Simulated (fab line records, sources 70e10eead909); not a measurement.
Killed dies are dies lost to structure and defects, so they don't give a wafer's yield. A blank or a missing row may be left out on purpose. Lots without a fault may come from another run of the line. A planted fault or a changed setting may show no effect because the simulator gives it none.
fab line records | flow nand_harc
record lots=11 wafers=33 last_day=24
route steps=1159 shown A_M1@1039 A_BONDPAD@1060 END@1159
lots that met no fault: from a run of the same line without faults
start_h: hours from the record's first day to the start of the lot's first wafer shown | wait_h: hours since the lot's step before | " the same as in the row above | L1.1+2: a row that stands for several wafers | - no value, or no start given | * or withheld: withheld | < > ~ a bound
route shown NAME@n: a module of which the file shows steps, and the number in the route of the first | usual: mean/standard deviation of fault-free wafers | same: alike in all rows | chamber/n: place in a boat | sites: the reading at each site | _std_site: their standard deviation | _edge_site: outer sites' mean less inner sites' | radius_mm: how far each site lies from the wafer's centre | mask NAME#n: copy n | behind: the tool/chamber that last shaped the wafer | hold: why the lot was held/for how many hours/how that ended | device: the transistor (n, p or np) that didn't switch | end of line: the same wafers' tests at the end of the route | a step without rows: its recipe alone | killed: dies lost to structure and defects at the first sort, not the wafer's yield | map: a wafer's dies, x killed, . not, _ none there
set.NAME: the setting as run; set.NAME@STEP: as run at that earlier step | model.NAME: the simulator's own value behind a step, which no gauge read
steps of the route over a sample of lots; a table a step, a row a wafer
services: from which hour (start_h, from the record's first day; less than 0 if before it) a tool's chamber was out of use, for how many hours, and why
## steps
# step NHARC_A_M1_DESCUM_14
# recipe time_s=3 o2_flow_sccm=200 ar_flow_sccm=0 bias_power_w=0 chemistry=O2
# usual drypump_motor_current_A=5.5/0.48 oes_product_au=1.001/0.014 rf_vpp_V=57.9/0.89 showerhead_plenum_p_Torr=1.94/0.075 throttle_valve_pct=11.311/0.009
# columns lot.wafer tool chamber start_h wait_h drypump_motor_current_A oes_product_au rf_hours_counter_h rf_vpp_V showerhead_plenum_p_Torr throttle_valve_pct
L227.1 rie_diel-09 3 401.02 0.1 6.0 0.985 11.5 58.3 1.90 11.308
L227.3 " 0 " " 5.3 0.980 11.3 57.2 2.04 11.315
L227.2 " 1 " " 6.3 0.992 10.4 58.6 1.90 11.316
L226.1 rie_diel-12 3 404.93 0.1 6.2 1.001 0.4 57.4 2.07 11.305
L226.6 " 0 " " 5.1 1.023 - 58.1 1.98 11.321
L226.5 " 1 " " 5.2 1.031 - 57.7 2.00 11.312
L228.3 rie_diel-12 0 409.62 0.1 5.1 1.019 0.7 58.2 1.98 11.312
L228.1 " 1 " " 5.2 1.017 0.8 59.0 2.00 11.325
L228.5 " 0 " " 5.1 1.023 - 59.0 1.98 11.305
L230.3 rie_diel-12 2 435.43 0.1 4.7 0.997 1.3 58.7 1.90 11.310
L230.4 " 0 " " 5.1 1.019 1.3 56.7 1.98 11.304
L230.6 " 3 " " 6.2 0.986 - 58.3 2.07 11.320
L240.1 rie_diel-09 2 509.83 0.1 5.1 0.980 4.6 57.7 1.94 11.314
L240.2 " 3 " " 6.1 1.007 4.9 56.6 1.90 11.287
L240.4 " 2 " " 5.1 0.988 - 58.2 1.94 11.315
L237.2 rie_diel-09 2 510.30 0.1 5.1 0.983 4.7 58.7 1.94 11.311
L237.5 " 0 " " 5.3 0.985 - 58.3 2.04 11.305
L237.6 " 3 " " 6.1 1.004 - 57.3 1.90 11.306
L243.4 rie_diel-08 0 521.32 0.1 5.8 0.986 1.2 58.5 1.92 11.322
L243.6 " 1 " " 5.8 1.008 - 57.6 1.80 11.305
L243.5 " 2 " " 5.7 0.986 - 57.5 1.83 11.298
L242.3 rie_diel-09 3 522.15 0.1 6.1 1.002 6.5 58.4 1.90 11.307
L242.1 " 0 " " 5.3 0.987 6.8 59.3 2.03 11.306
L242.5 " 0 " " 5.3 0.984 - 57.2 2.03 11.313
L241.3 rie_diel-12 2 522.88 0.1 4.7 1.013 3.0 57.5 1.90 11.317
L241.6 " 2 " " 4.7 1.021 - 58.5 1.90 11.319
L241.5 " 3 " " 6.2 0.983 - 58.0 2.07 11.307
L246.1 rie_diel-12 2 530.14 0.1 4.7 0.999 3.3 57.1 1.90 11.318
L246.3 " 0 " " 5.1 1.019 3.3 58.8 1.98 11.319
L246.6 " 1 " " 5.2 1.009 - 56.7 2.00 11.313
L248.2 rie_diel-08 1 540.42 0.1 5.8 0.993 1.8 57.6 1.80 11.327
L248.3 " 2 " " 5.7 0.994 1.6 58.0 1.83 11.314
L248.1 " 3 " " 5.7 0.992 1.7 58.0 1.92 11.317
# step NHARC_A_M1_ANNEAL_31
# recipe temp_c=225 time_s=90
# usual wafer_temp_C_max=225.9/0.33
# columns lot.wafer tool chamber start_h wait_h wafer_temp_C_max
L227.1 rtp_anneal-01 0 402.79 0.3 226.5
L227.2 " 0 " " 225.9
L227.3 " 0 " " 226.2
L226.1 rtp_anneal-02 0 406.66 0.3 225.5
L226.5 " 0 " " 225.7
L226.6 " 0 " " 225.7
L228.1 rtp_anneal-01 0 411.40 0.3 225.8
L228.3 " 0 " " 226.0
L228.5 " 0 " " 226.1
L230.3 rtp_anneal-01 0 437.39 - 226.4
L230.4 " 0 " " 226.5
L230.6 " 0 " " 226.2
L240.1 rtp_anneal-02 0 512.05 0.3 225.6
L240.2 " 0 " " 225.7
L240.4 " 0 " " 225.6
L237.2 rtp_anneal-01 0 512.23 - 226.1
L237.5 " 0 " " 225.9
L237.6 " 0 " " 225.8
L243.4 rtp_anneal-01 0 523.44 0.5 226.0
L243.5 " 0 " " 226.4
L243.6 " 0 " " 225.8
L242.1 rtp_anneal-02 0 523.94 0.3 226.0
L242.3 " 0 " " 225.9
L242.5 " 0 " " 225.4
L241.3 rtp_anneal-02 0 524.77 0.3 225.8
L241.5 " 0 " " 225.7
L241.6 " 0 " " 225.5
L246.1 rtp_anneal-01 0 532.01 0.3 226.0
L246.3 " 0 " " 226.2
L246.6 " 0 " " 226.6
L248.1 rtp_anneal-01 0 542.21 - 225.9
L248.2 " 0 " " 226.4
L248.3 " 0 " " 226.2
# step NHARC_A_M1_CMP_23
# recipe t_overpolish_s=20 target_thk_nm=154.34
# usual edge_zone_pressure_frac=0.999/0.0048 motor_current_A=12.2/1.3 retaining_ring_pressure_frac=1.000/0.0047 slurry_filter_dp_kPa=13.51/0.14 time_to_endpoint_s=28/3
# columns lot.wafer tool chamber start_h wait_h edge_zone_pressure_frac motor_current_A retaining_ring_pressure_frac slurry_filter_dp_kPa time_to_endpoint_s
L227.2 cmp-02 1 403.14 - 0.994 9.9 0.997 13.51 21
L227.1 " 3 " " 0.998 10.4 1.007 13.52 25
L227.3 " 0 " " 0.997 11.7 0.997 13.51 23
L226.1 cmp-01 0 407.00 - 1.002 12.4 1.006 13.62 30
L226.5 " 0 " " 0.993 11.9 0.999 13.79 26
L226.6 " 1 " " 0.993 14.0 1.005 13.50 31
L228.1 cmp-02 0 411.75 - 1.002 11.6 0.994 13.41 22
L228.3 " 2 " " 1.001 10.6 1.007 13.51 24
L228.5 " 1 " " 0.998 10.2 1.002 13.50 21
L230.3 cmp-01 2 437.65 - 0.999 12.8 0.995 13.67 31
L230.4 " 0 " " 0.992 11.8 0.999 13.62 26
L230.6 " 2 " " 1.002 12.4 1.000 13.55 33
L240.4 cmp-01 1 512.40 - 1.005 13.9 1.002 13.32 32
L240.2 " 2 " " 0.995 12.2 1.004 13.54 32
L240.1 " 3 " " 1.003 12.1 1.000 13.51 33
L237.2 cmp-02 0 512.55 - 0.996 11.7 1.001 13.38 24
L237.6 " 3 " " 1.010 10.8 1.002 13.33 28
L237.5 " 0 " " 1.003 12.9 1.003 13.41 23
L243.4 cmp-03 1 523.74 - 1.005 13.6 1.000 13.80 26
L243.6 " 2 " " 1.003 11.8 1.005 13.56 26
L243.5 " 3 " " 0.997 13.1 1.002 13.66 29
L242.3 cmp-03 2 524.29 - 1.003 12.1 1.001 13.49 30
L242.1 " 0 " " 1.005 14.8 0.992 13.57 27
L242.5 " 3 " " 0.998 12.7 0.997 13.23 32
L241.3 cmp-01 0 525.07 - 0.998 12.0 0.999 13.64 26
L241.6 " 2 " " 1.007 12.2 0.998 13.52 30
L241.5 " 3 " " 0.997 12.5 0.998 13.64 30
L246.3 cmp-02 0 532.38 - 1.004 11.8 0.997 13.68 23
L246.1 " 1 " " 0.993 10.4 0.992 13.37 23
L246.6 " 0 " " 1.010 11.6 1.000 13.50 25
L248.2 cmp-03 0 542.56 - 1.001 15.7 0.996 13.57 29
L248.3 " 2 " " 1.002 12.2 1.001 13.56 25
L248.1 " 3 " " 0.993 12.4 1.009 13.32 31
# step NHARC_A_BONDPAD_CMP_29
# recipe target_thk_nm=200 material=SiCN
# usual edge_zone_pressure_frac=1.001/0.0053 motor_current_A=11.7/1.2 retaining_ring_pressure_frac=1.000/0.0052 slurry_filter_dp_kPa=13.50/0.14
# columns lot.wafer tool chamber start_h wait_h edge_zone_pressure_frac motor_current_A retaining_ring_pressure_frac slurry_filter_dp_kPa
L227.3 cmp-04 2 404.71 - 0.999 12.4 1.000 13.44
L227.2 " 3 " " 0.998 10.5 1.000 13.55
L227.1 " 0 " " 1.004 9.8 1.004 13.40
L226.1 cmp-01 1 408.63 - 1.002 14.2 1.000 13.40
L226.5 " 3 " " 1.002 11.7 0.997 13.55
L226.6 " 0 " " 1.004 11.5 0.999 13.44
L228.1 cmp-01 1 413.33 - 0.996 12.9 1.004 13.27
L228.3 " 2 " " 0.988 12.8 1.001 13.45
L228.5 " 1 " " 0.998 13.1 1.006 13.47
L230.3 cmp-01 0 439.22 - 1.002 11.6 1.000 13.60
L230.4 " 2 " " 0.995 12.7 0.996 13.76
L230.6 " 0 " " 1.006 11.5 0.991 13.67
L240.1 cmp-01 1 514.00 - - - - -
L240.4 " 2 " " - - - -
L240.2 " 3 " " - - - -
L237.2 cmp-04 2 514.34 - - - - -
L237.6 " 1 " " - - - -
L237.5 " 2 " " - - - -
L243.4 cmp-04 2 525.25 - 1.002 12.7 0.998 13.67
L243.5 " 2 " " 0.998 12.9 0.994 13.45
L243.6 " 3 " " 0.992 10.5 1.003 13.42
L242.1 cmp-01 1 526.17 - 1.006 13.4 0.999 13.65
L242.3 " 3 " " 0.998 12.1 1.011 13.45
L242.5 " 1 " " 1.011 12.6 0.993 13.68
L241.3 cmp-01 0 527.05 - - - - -
L241.5 " 0 " " - - - -
L241.6 " 1 " " - - - -
L246.3 cmp-04 0 533.98 - 0.994 9.6 1.006 13.62
L246.1 " 1 " " 0.994 11.6 1.004 13.66
L246.6 " 3 " " 0.997 10.1 1.004 13.61
L248.2 cmp-04 3 544.16 - 1.005 10.8 1.006 13.63
L248.3 " 1 " " 1.001 11.1 0.997 13.60
L248.1 " 2 " " 1.007 12.7 1.000 13.62
# step NHARC_A_BONDPAD_THK_MEAS_30
# recipe thk_meas_gauge=ellipsometry
# usual thk_nm=199.7/1.7
# columns lot.wafer tool chamber start_h wait_h thk_nm
L227.1 film_metro-01 - 404.97 0.2 198.6
L227.2 " - " " 197.5
L227.3 " - " " 201.7
L226.1 film_metro-02 - 408.83 0.2 202.4
L226.5 " - " " 200.6
L226.6 " - " " 199.5
L228.1 film_metro-02 - 413.59 0.2 200.6
L228.3 " - " " 199.0
L228.5 " - " " 200.2
L230.3 film_metro-01 - 439.45 0.2 199.7
L230.4 " - " " 200.2
L230.6 " - " " 198.7
L240.1 film_metro-01 - 514.23 0.2 247.6
L240.2 " - " " 245.8
L240.4 " - " " 251.2
L237.2 film_metro-02 - 514.57 0.2 249.9
L237.5 " - " " 251.9
L237.6 " - " " 256.1
L243.4 film_metro-01 - 525.50 0.2 199.2
L243.5 " - " " 201.1
L243.6 " - " " 198.8
L242.1 film_metro-02 - 526.42 0.2 202.2
L242.3 " - " " 202.0
L242.5 " - " " 202.1
L241.3 film_metro-02 - 527.30 0.2 254.8
L241.5 " - " " 254.5
L241.6 " - " " 251.5
L246.1 film_metro-02 - 534.18 0.1 201.1
L246.3 " - " " 198.8
L246.6 " - " " 199.6
L248.1 film_metro-02 - 544.41 0.1 200.8
L248.2 " - " " 197.1
L248.3 " - " " 199.8
# step NHARC_END_SORT_01
# recipe temp_c=25
# usual defect_limited_yield=95.1/1.6 killed_at_array=29/10 killed_at_other=0.7/1.1 killed_at_periphery=3.3/2.4 killed_dies=33/11 killed_open=3.3/2 killed_short=1.9/1.3 sort_bin_2_pct=1.5/0.67 sort_bin_3_pct=0.27/0.24 sort_bin_4_pct=3.1/1.1 sort_n_pass=644/11 sort_rim_yield_pct=97.1/2.1 sort_yield_pct=95.1/1.6
# same gross_dies=677 sort_bin_5_pct[%]=0 sort_bin_6_pct[%]=0 sort_bin_7_pct[%]=0 sort_bin_8_pct[%]=0 sort_rim_n_gross=106.00
# columns lot.wafer tool chamber start_h wait_h defect_limited_yield[%] killed_at_array killed_at_other killed_at_periphery killed_dies killed_open killed_short sort_bin_2_pct[%] sort_bin_3_pct[%] sort_bin_4_pct[%] sort_n_pass sort_rim_yield_pct[%] sort_yield_pct[%]
L240.1 prober-02 0 549.52 2.5 0 673 0 4 677 5 2 95.4 0 4.6 0 0 0
L240.2 prober-02 0 550.32 2.8 0 672 1 4 677 5 2 96.6 0 3.4 0 0 0
L240.4 prober-02 0 551.91 3.4 0 672 0 5 677 5 1 97.2 0.30 2.5 0 0 0
L237.2 prober-01 0 550.37 2.8 0 671 2 4 677 2 0 96.3 0.15 3.5 0 0 0
L237.5 prober-01 0 552.77 3.7 0 669 1 7 677 9 2 94.8 0.59 4.6 0 0 0
L237.6 prober-01 0 553.57 4.0 0 671 1 5 677 2 1 97.2 0.74 2.1 0 0 0
L241.3 prober-01 0 559.36 3.1 0 672 0 5 677 3 2 97.3 0 2.7 0 0 0
L241.5 prober-01 0 560.96 3.7 0 670 1 6 677 6 2 98.2 0.15 1.6 0 0 0
L241.6 prober-01 0 561.77 4.0 0 677 0 0 677 2 1 98.2 0.15 1.6 0 0 0
# killed by level:class
L240.1 A_BONDPAD:area_cmp=633 A_CHANNEL_HOLE_D1:chamber_film_flake=25 A_STAIRCASE:chamber_film_flake=7 A_M0:geometric_particle:open=3 P_CONTACT:chamber_film_flake=2 P_GATE:geometric_particle:open=1 A_SOURCE_PLATE:geometric_particle:open=1 A_SOURCE_PLATE:geometric_particle:short=1
L240.2 A_BONDPAD:area_cmp=637 A_CHANNEL_HOLE_D1:chamber_film_flake=22 A_STAIRCASE:chamber_film_flake=5 A_CONTACT:geometric_particle:open=3 A_WL_FILL:geometric_particle:short=2 P_STI:chamber_film_flake=2 P_GATE:geometric_particle:open=1 A_SGD_CUT:geometric_particle:open=1
L237.2 A_BONDPAD:area_cmp=642 A_SLIT:chamber_film_flake=14 A_CHANNEL_HOLE_D1:chamber_film_flake=9 A_CONTACT:chamber_film_flake=5 THIN_TSV:chamber_film_flake=2 P_CONTACT:geometric_particle:open=1 A_SOURCE_PLATE:geometric_particle:open=1 P_STI:chamber_film_flake=1
L240.4 A_BONDPAD:area_cmp=645 A_CHANNEL_HOLE_D1:chamber_film_flake=18 A_STAIRCASE:chamber_film_flake=4 P_M0:geometric_particle:open=2 P_CONTACT:chamber_film_flake=2 A_WL_FILL:chamber_film_flake=2 P_CONTACT:geometric_particle:open=1 A_SOURCE_PLATE:geometric_particle:open=1
L237.5 A_BONDPAD:area_cmp=632 A_SLIT:chamber_film_flake=16 A_CHANNEL_HOLE_D1:chamber_film_flake=11 A_CONTACT:chamber_film_flake=3 P_STI:geometric_particle:open=2 P_CONTACT:geometric_particle:open=2 P_CONTACT:chamber_film_flake=2 A_CHANNEL_FILL_D1:geometric_particle:open=1
L237.6 A_BONDPAD:area_cmp=646 A_SLIT:chamber_film_flake=17 P_M1:chamber_film_flake=3 A_CHANNEL_HOLE_D1:chamber_film_flake=3 A_CONTACT:chamber_film_flake=3 P_GATE:geometric_particle:open=1 A_SGD_CUT:geometric_particle:short=1 A_WL_FILL:geometric_particle:open=1
L241.3 A_BONDPAD:area_cmp=656 A_CHANNEL_HOLE_D1:chamber_film_flake=6 P_M2:chamber_film_flake=3 A_CONTACT:chamber_film_flake=3 A_SGD_CUT:chamber_film_flake=2 P_CONTACT:geometric_particle:open=1 A_ONON_D1:geometric_particle:open=1 A_WL_FILL:geometric_particle:short=1
L241.5 A_BONDPAD:area_cmp=656 P_M2:chamber_film_flake=3 A_CHANNEL_HOLE_D1:chamber_film_flake=3 A_CONTACT:chamber_film_flake=3 A_CONTACT:geometric_particle:open=2 A_SGD_CUT:chamber_film_flake=2 P_CONTACT:geometric_particle:open=1 P_M0:geometric_particle:open=1
L241.6 A_BONDPAD:area_cmp=664 A_CHANNEL_HOLE_D1:chamber_film_flake=6 A_CONTACT:chamber_film_flake=2 A_WL_FILL:geometric_particle:short=1 A_BLC:geometric_particle:open=1 A_M0:geometric_particle:open=1 A_SGD_CUT:chamber_film_flake=1 A_SLIT:chamber_film_flake=1
## services
# columns tool chamber start_h hours kind
rie_diel-09 1 378.57 2.4 repair
rie_diel-12 - 379.40 9.0 pm
rie_diel-12 0 390.24 1.4 repair
cmp-04 - 399.11 4.0 pm
cmp-02 - 403.89 0.6 repair
cmp-04 - 411.67 1.0 repair
cmp-02 - 422.50 4.0 pm
rie_diel-09 - 431.11 9.0 pm
cmp-03 - 450.08 4.0 pm
cmp-02 - 452.79 9.0 repair
cmp-04 - 464.22 0.6 repair
cmp-04 - 467.90 0.5 repair
cmp-02 - 469.68 0.8 repair
cmp-01 - 473.64 4.0 pm
cmp-04 - 497.11 4.0 pm
rie_diel-09 1 501.92 33.4 repair
cmp-04 - 506.52 1.1 repair
cmp-02 - 508.12 1.2 repair
cmp-04 - 509.71 3.2 repair
cmp-02 - 520.50 4.0 pm
rie_diel-12 - 521.76 0.7 repair
cmp-01 - 527.43 0.6 repair
rie_diel-09 3 532.00 2.8 repair
cmp-02 - 534.82 1.8 repair
## key
first_sign step=NHARC_A_BONDPAD_CMP_29 reading=tool_record direction=missing
effect step=NHARC_A_BONDPAD_THK_MEAS_30 reading=thk_nm direction=up sigmas=30 usual=199.7 struck=251.5
effect step=NHARC_END_SORT_01 reading=sort_bin_2_pct direction=up sigmas=99+ usual=1.5 struck=96.8
more_kills_born_at NHARC_A_BONDPAD_CMP_29@cmp-01=3891 NHARC_A_BONDPAD_CMP_29@cmp-04=1920
met_at NHARC_A_BONDPAD_CMP_29
struck_lots L237,L240,L241
later_rows_left_out L237.2,L237.5,L237.6,L240.1,L240.2,L240.4,L241.3,L241.5,L241.6
not_acting_at NHARC_A_M1_DESCUM_14,NHARC_A_M1_ANNEAL_31,NHARC_A_M1_CMP_23
onset_between 439.22 514.00
fault kind=skipped_step_whole tool=cmp-01,cmp-04 chamber=- onset_h=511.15 steps=NHARC_A_BONDPAD_CMP_29 scope=struck_lots_only
# later_rows_left_out: the simulator's readings of these wafers behind a module that went badly wrong aren't trusted and aren't shown, but for the sort
